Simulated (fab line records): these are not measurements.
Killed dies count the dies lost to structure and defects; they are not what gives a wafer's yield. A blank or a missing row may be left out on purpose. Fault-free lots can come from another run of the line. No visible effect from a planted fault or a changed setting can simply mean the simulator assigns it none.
Which of the tools did it? || flow n5Finfet || 12 lots with 36 wafers sampled at 4 steps, on a route of 1938 steps

WHAT THE GAUGES READ, wafer by wafer
N5_BEOL_M12_INSPECT_12: inspects for defects (macro).
{"lot": "L075", "measured": "day 10 17:10", "on": "defectInspect-02", "rawDefectCount": "4 1 2"}
{"lot": "L078", "measured": "day 11 14:26", "on": "defectInspect-01", "rawDefectCount": "0 3 1"}
{"lot": "L080", "measured": "day 12 02:23", "on": "defectInspect-01", "rawDefectCount": "5 1 6"}
{"lot": "L081", "measured": "day 12 12:42", "on": "defectInspect-01", "rawDefectCount": "1 3 6"}
{"lot": "L082", "measured": "day 13 01:10", "on": "defectInspect-02", "rawDefectCount": "3 2 0"}
{"lot": "L084", "measured": "day 13 15:05", "on": "defectInspect-02", "rawDefectCount": "2 3 2"}
{"lot": "L085", "measured": "day 13 23:41", "on": "defectInspect-01", "rawDefectCount": "3 0 4"}
{"lot": "L090", "measured": "day 14 20:02", "on": "defectInspect-02", "rawDefectCount": "0 1 1"}
{"lot": "L091", "measured": "day 14 22:51", "on": "defectInspect-01", "rawDefectCount": "3 1 4"}
{"lot": "L095", "measured": "day 15 22:20", "on": "defectInspect-01", "rawDefectCount": "3 2 3"}
{"lot": "L097", "measured": "day 16 09:23", "on": "defectInspect-02", "rawDefectCount": "1 1 5"}
{"lot": "L096", "measured": "day 16 18:25", "on": "defectInspect-02", "rawDefectCount": "4 3 1"}

TOOL THAT RAN EACH LOT (tool first, then ch and the chambers of the sampled wafers, then the start)
{"lot": "L075", "N5_BEOL_M11_ETCH_41": "rieDiel-02 ch 0,3, day 10 14:35 or earlier", "N5_BEOL_M11_PRE_CLEAN_45": "pvdSputter-03, day 10 14:35", "N5_BEOL_M11_SURFACE_TREAT_76": "pvdSputter-02, day 10 15:28"}
{"lot": "L078", "N5_BEOL_M11_ETCH_41": "rieDiel-05 ch 0,1,3, day 11 12:05 or earlier", "N5_BEOL_M11_PRE_CLEAN_45": "pvdSputter-03, day 11 12:05", "N5_BEOL_M11_SURFACE_TREAT_76": "pvdSputter-03, day 11 12:29"}
{"lot": "L080", "N5_BEOL_M11_ETCH_41": "rieDiel-01 ch 1,2,3, day 12 00:14 or earlier", "N5_BEOL_M11_PRE_CLEAN_45": "pvdSputter-01, day 12 00:14", "N5_BEOL_M11_SURFACE_TREAT_76": "pvdSputter-03, day 12 00:37"}
{"lot": "L081", "N5_BEOL_M11_ETCH_41": "rieDiel-05 ch 0,1,3, day 12 08:38 or earlier", "N5_BEOL_M11_PRE_CLEAN_45": "pvdSputter-01, day 12 08:38", "N5_BEOL_M11_SURFACE_TREAT_76": "pvdSputter-01, day 12 10:50"}
{"lot": "L082", "N5_BEOL_M11_ETCH_41": "rieDiel-02 ch 1,2, day 12 22:37 or earlier", "N5_BEOL_M11_PRE_CLEAN_45": "pvdSputter-02, day 12 22:37", "N5_BEOL_M11_SURFACE_TREAT_76": "pvdSputter-02, day 12 23:01"}
{"lot": "L084", "N5_BEOL_M11_ETCH_41": "rieDiel-05 ch 0,1,2, day 13 12:43 or earlier", "N5_BEOL_M11_PRE_CLEAN_45": "pvdSputter-03, day 13 12:43", "N5_BEOL_M11_SURFACE_TREAT_76": "pvdSputter-03, day 13 13:10"}
{"lot": "L085", "N5_BEOL_M11_ETCH_41": "rieDiel-01 ch 1,2,3, day 13 21:08 or earlier", "N5_BEOL_M11_PRE_CLEAN_45": "pvdSputter-02, day 13 21:08", "N5_BEOL_M11_SURFACE_TREAT_76": "pvdSputter-03, day 13 21:37"}
{"lot": "L090", "N5_BEOL_M11_ETCH_41": "rieDiel-02 ch 0,1,2, day 14 17:32 or earlier", "N5_BEOL_M11_PRE_CLEAN_45": "pvdSputter-01, day 14 17:32", "N5_BEOL_M11_SURFACE_TREAT_76": "pvdSputter-01, day 14 17:57"}
{"lot": "L091", "N5_BEOL_M11_ETCH_41": "rieDiel-02 ch 1,2,3, day 14 20:25 or earlier", "N5_BEOL_M11_PRE_CLEAN_45": "pvdSputter-01, day 14 20:25", "N5_BEOL_M11_SURFACE_TREAT_76": "pvdSputter-03, day 14 20:49"}
{"lot": "L095", "N5_BEOL_M11_ETCH_41": "rieDiel-05 ch 2,3, day 15 19:38 or earlier", "N5_BEOL_M11_PRE_CLEAN_45": "pvdSputter-03, day 15 19:38", "N5_BEOL_M11_SURFACE_TREAT_76": "pvdSputter-01, day 15 20:15"}
{"lot": "L097", "N5_BEOL_M11_ETCH_41": "rieDiel-01 ch 0,2, day 16 05:05 or earlier", "N5_BEOL_M11_PRE_CLEAN_45": "pvdSputter-03, day 16 05:05", "N5_BEOL_M11_SURFACE_TREAT_76": "pvdSputter-03, day 16 05:44"}
{"lot": "L096", "N5_BEOL_M11_ETCH_41": "rieDiel-02 ch 1,2, day 16 16:14 or earlier", "N5_BEOL_M11_PRE_CLEAN_45": "pvdSputter-01, day 16 16:14", "N5_BEOL_M11_SURFACE_TREAT_76": "pvdSputter-03, day 16 16:36"}
- N5_BEOL_M11_ETCH_41: etches SiCN in CH3F/O2, target depth 42.6 nm, time 86 s.
- N5_BEOL_M11_PRE_CLEAN_45: time 30 s.
- N5_BEOL_M11_SURFACE_TREAT_76

THE ANSWER, worked out from the rows above alone
Rule: what is usual is taken from the lots themselves. Put in order of their means at a reading, lots are off if they are a third of the lots or fewer, leave a main group of 4 or more, and stand apart from it by a gap of 3 or more times the standard deviation of the main group's means; of several such gaps the widest counts. A main group whose means are all the same, to the digits that the tables above print for the reading, isn't used. Also off: a lot with no number at a reading for which 4 or more lots have one. The other lots that the step has rows for count as sound.
No lot is off at any reading shown: from this, nothing can be told.

WHAT THE SIMULATOR HAD PUT IN
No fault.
